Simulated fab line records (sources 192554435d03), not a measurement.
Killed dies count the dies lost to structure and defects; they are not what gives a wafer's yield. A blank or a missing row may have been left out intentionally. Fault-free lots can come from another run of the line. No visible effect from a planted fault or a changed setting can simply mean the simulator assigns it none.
Which tool was responsible?    flow n5 finfet    Sampling: 11 lots, 31 wafers, 5 of 1938 route steps

WHAT THE GAUGES READ, wafer by wafer
The record lacks any reading of a measuring or inspecting step that a usual standard deviation could be used to judge.

WHAT TOOL EACH LOT RAN ON (gives the tool, then ch and the chambers of the sampled wafers, and finally the start)
lot   N5_BEOL_M0_HM_STRIP_129              N5_MIM_TOP_LITHO_DESCUM_10          N5_MIM_BOT_ETCH_ETCH_04             N5_PASSIVATION_ETCH_15                       N5_PASSIVATION_PROBE_49
L849  wet bench-05 ch 0,3,4, day 6 05:52   rie diel-05 ch 1,2, day 11 17:55    rie diel-06 ch 0,1,2, day 11 18:52  rie diel-03 ch 0,2,3, no start               -
L850  wet bench-05 ch 1,5,6, day 6 14:53   rie diel-05 ch 1,2, day 13 05:55    rie diel-06 ch 0,1,3, day 13 06:55  rie diel-02 ch 0,1, no start                 -
L851  wet bench-05 ch 2,6, day 6 23:39     rie diel-06 ch 0,1, day 13 07:26    rie diel-04 ch 0,2, day 13 08:22    rie diel-03 ch 0,1, no start                 -
L853  wet bench-06 ch 1,2,4, day 7 11:23   rie diel-06 ch 0,3, day 13 13:54    rie diel-05 ch 0,1,2, day 13 15:08  rie diel-03 ch 0,1, no start                 -
L854  wet bench-03 ch 1,6,7, day 7 16:32   rie diel-04 ch 0,1, day 13 05:44    rie diel-06 ch 2,3, day 13 06:44    rie diel-01 ch 0,1,2, no start               -
L856  wet bench-06 ch 4,5,6, day 8 02:26   rie diel-04 ch 1,3, day 14 09:57    rie diel-06 ch 1,2, day 14 11:00    rie diel-02 ch 0,2, no start                 -
L857  wet bench-06 ch 1,2,6, day 8 06:22   rie diel-06 ch 1,2, day 14 09:55    rie diel-05 ch 1,2, day 14 10:50    rie diel-03 ch 0,3, no start                 -
L858  wet bench-06 ch 3,4,7, day 8 14:12   rie diel-04 ch 0,1, day 14 20:19    rie diel-05 ch 0,1,2, day 14 21:21  rie diel-01 ch 2,3, day 15 07:23 or earlier  prober-02, day 15 07:23
L862  wet bench-03 ch 1,2,5, day 9 13:56   rie diel-06 ch 1,2,3, day 15 07:40  rie diel-04 ch 2,3, day 15 08:34    rie diel-02 ch 0,1,2, no start               -
L867  wet bench-05 ch 2,3,5, day 11 07:17  rie diel-04 ch 1,2, day 17 02:08    rie diel-05 ch 2,3, day 17 03:04    rie diel-01 ch 0,1, no start                 -
L870  wet bench-03 ch 0,4, day 11 20:01    rie diel-05 ch 0,3, day 17 07:06    rie diel-06 ch 2,3, day 17 07:56    rie diel-02 ch 1,3, no start                 -
- N5_BEOL_M0_HM_STRIP_129: strips TiN in peroxide tin strip, target depth 17 nm, time 108 s.
- N5_MIM_TOP_LITHO_DESCUM_10: chemistry O2, time 7.9 s.
- N5_MIM_BOT_ETCH_ETCH_04: etches SiNx in CF4/O2, target depth 26 nm, time 13 s.
- N5_PASSIVATION_ETCH_15: etches SiCN in CF4/N2, target depth 75 nm, time 81.2 s.
- N5_PASSIVATION_PROBE_49

WHAT THE TOOLS THEMSELVES READ (means of the sampled wafers that have a number; where no wafer has one, the mark that the record gives instead)
N5_MIM_TOP_LITHO_DESCUM_10. Usual: drypump motor current A 5.5 A, standard deviation 0.54; oes product au 0.82 a.u., standard deviation 0.076; rf vpp V 243.5 V, standard deviation 1.4; showerhead plenum p Torr 2.11 Torr, standard deviation 0.079; throttle valve pct 20.43 %, standard deviation 0.18.
lot   tool         drypump motor current A (A)  oes product au (a.u.)  rf vpp V (V)  showerhead plenum p Torr (Torr)  throttle valve pct (%)  flag
L849  rie diel-05  5.3                          0.87                   244.1         2.18                             20.33                   
L850  rie diel-05  5.3                          0.83                   244.4         2.14                             20.27                   
L851  rie diel-06  5.5                          0.79                   243.4         2.03                             20.42                   
L853  rie diel-06  6.1                          0.87                   242.7         2.05                             20.42                   
L854  rie diel-04  6.2                          0.85                   243.9         2.15                             20.63                   
L856  rie diel-04  6.1                          0.78                   242.3         2.04                             20.76                   
L857  rie diel-06  5.0                          0.83                   245.0         2.15                             20.28                   
L858  rie diel-04  6.1                          0.82                   243.7         2.14                             20.67                   
L862  rie diel-06  5.3                          0.80                   242.9         2.11                             20.35                   
L867  rie diel-04  5.8                          0.85                   243.2         2.10                             20.68                   
L870  rie diel-05  5.5                          0.87                   243.7         2.18                             20.45                   

N5_MIM_BOT_ETCH_ETCH_04. Usual: O2_flow_sccm 10.005 sccm, standard deviation 0.029; drypump motor current A 5.6 A, standard deviation 0.54; oes_f_703_au 0.81 a.u., standard deviation 0.099; oes product au 0.82 a.u., standard deviation 0.087; rf vpp V 244 V, standard deviation 6.2; showerhead plenum p Torr 2.21 Torr, standard deviation 0.077; throttle valve pct 16.03 %, standard deviation 0.21.
lot   tool         O2_flow_sccm (sccm)  drypump motor current A (A)  oes_f_703_au (a.u.)  oes product au (a.u.)  rf vpp V (V)  showerhead plenum p Torr (Torr)  throttle valve pct (%)  flag
L849  rie diel-06  9.997                5.4                          0.79                 0.80                   241           2.22                             16.04                   
L850  rie diel-06  9.978                5.6                          0.78                 0.79                   240           2.18                             16.09                   
L851  rie diel-04  10.006               6.2                          0.76                 0.79                   250           2.21                             16.01                   
L853  rie diel-05  10.014               5.1                          0.87                 0.88                   244           2.28                             15.87                   
L854  rie diel-06  9.983                5.6                          0.73                 0.76                   251           2.25                             16.01                   
L856  rie diel-06  10.040               4.9                          0.88                 0.89                   239           2.22                             15.84                   
L857  rie diel-05  10.005               5.3                          0.80                 0.81                   242           2.24                             15.78                   
L858  rie diel-05  9.995                5.1                          0.85                 0.85                   242           2.28                             15.89                   
L862  rie diel-04  9.993                5.8                          0.76                 0.79                   248           2.13                             16.05                   
L867  rie diel-05  10.029               5.6                          0.79                 0.80                   243           2.20                             15.74                   
L870  rie diel-06  10.003               5.5                          0.69                 0.72                   250           2.25                             16.08                   

N5_PASSIVATION_ETCH_15. Usual: drypump motor current A 5.9 A, standard deviation 0.39; n2 flow sccm 60.00 sccm, standard deviation 0.18; oes product au 0.79 a.u., standard deviation 0.098; rf vpp V 382.7 V, standard deviation 1.8; showerhead plenum p Torr 2.21 Torr, standard deviation 0.066; throttle valve pct 15.45 %, standard deviation 0.29.
lot   tool         drypump motor current A (A)  n2 flow sccm (sccm)  oes product au (a.u.)  rf vpp V (V)  showerhead plenum p Torr (Torr)  throttle valve pct (%)  flag
L849  rie diel-03  6.3                          59.88                0.76                   383.6         2.27                             15.37                   
L850  rie diel-02  5.8                          59.94                0.76                   380.8         2.15                             15.61                   
L851  rie diel-03  5.9                          59.98                0.71                   383.9         2.23                             15.57                   
L853  rie diel-03  6.0                          60.06                0.71                   383.7         2.24                             15.51                   
L854  rie diel-01  5.4                          59.90                0.82                   382.4         2.21                             15.37                   
L856  rie diel-02  6.0                          60.04                0.78                   383.9         2.26                             15.49                   
L857  rie diel-03  6.4                          59.96                0.78                   384.8         2.30                             15.33                   
L858  rie diel-01  6.0                          59.99                0.89                   381.5         2.18                             15.27                   
L862  rie diel-02  5.9                          59.91                0.76                   381.9         2.20                             15.58                   
L867  rie diel-01  5.3                          60.15                0.74                   383.0         2.23                             15.39                   
L870  rie diel-02  5.7                          59.89                0.95                   383.2         2.26                             15.39                   

N5_PASSIVATION_PROBE_49. Usual: defect limited yield 91.4 %, standard deviation 1.5; killed_at_M0_to_M3 36, standard deviation 11; killed_at_M4_up 14, standard deviation 6; killed at contacts 11, standard deviation 6; killed at front end 37, standard deviation 11; killed at other 4, standard deviation 3.4; killed dies 102, standard deviation 18; killed on rim 13, standard deviation 3.5; killed open 66, standard deviation 13; killed short 34, standard deviation 7.8; sort_bin_4_leakage 0.00 %, standard deviation 0.017; sort_bin_5_function 5.0 %, standard deviation 0.97; sort_bin_6_memory 3.2 %, standard deviation 0.7; sort n pass 1078, standard deviation 19; sort yield pct 91.3 %, standard deviation 1.6.
lot   tool       defect limited yield (%)  killed_at_M0_to_M3  killed_at_M4_up  killed at contacts  killed at front end  killed at other  killed dies  killed on rim  killed open  killed short  sort_bin_4_leakage (%)  sort_bin_5_function (%)  sort_bin_6_memory (%)  sort n pass  sort yield pct (%)  flag
L858  prober-02  91.8                      47                  9                8                   29                   2                96           16             48           27            0.03                    4.7                      2.8                    1084         91.8                

THE ANSWER, worked out from the rows above alone
Rule: a lot counts as off when the mean over its wafers that have a number is more than 3 standard deviations away from the usual mean. A lot without any number at a reading at which 4 lots or more have one is off too. Any other lot the step has rows for is counted as sound. The gauges are gone through in route order, then the tools' own readings, and for those a lot's mean is taken as printed above. At the first step where some lot is off, the reading lying furthest off is the one used; lots without a number count as furthest.
Across all readings shown, no lot is off: no conclusion can be drawn from this.

WHAT THE SIMULATOR HAD INSERTED
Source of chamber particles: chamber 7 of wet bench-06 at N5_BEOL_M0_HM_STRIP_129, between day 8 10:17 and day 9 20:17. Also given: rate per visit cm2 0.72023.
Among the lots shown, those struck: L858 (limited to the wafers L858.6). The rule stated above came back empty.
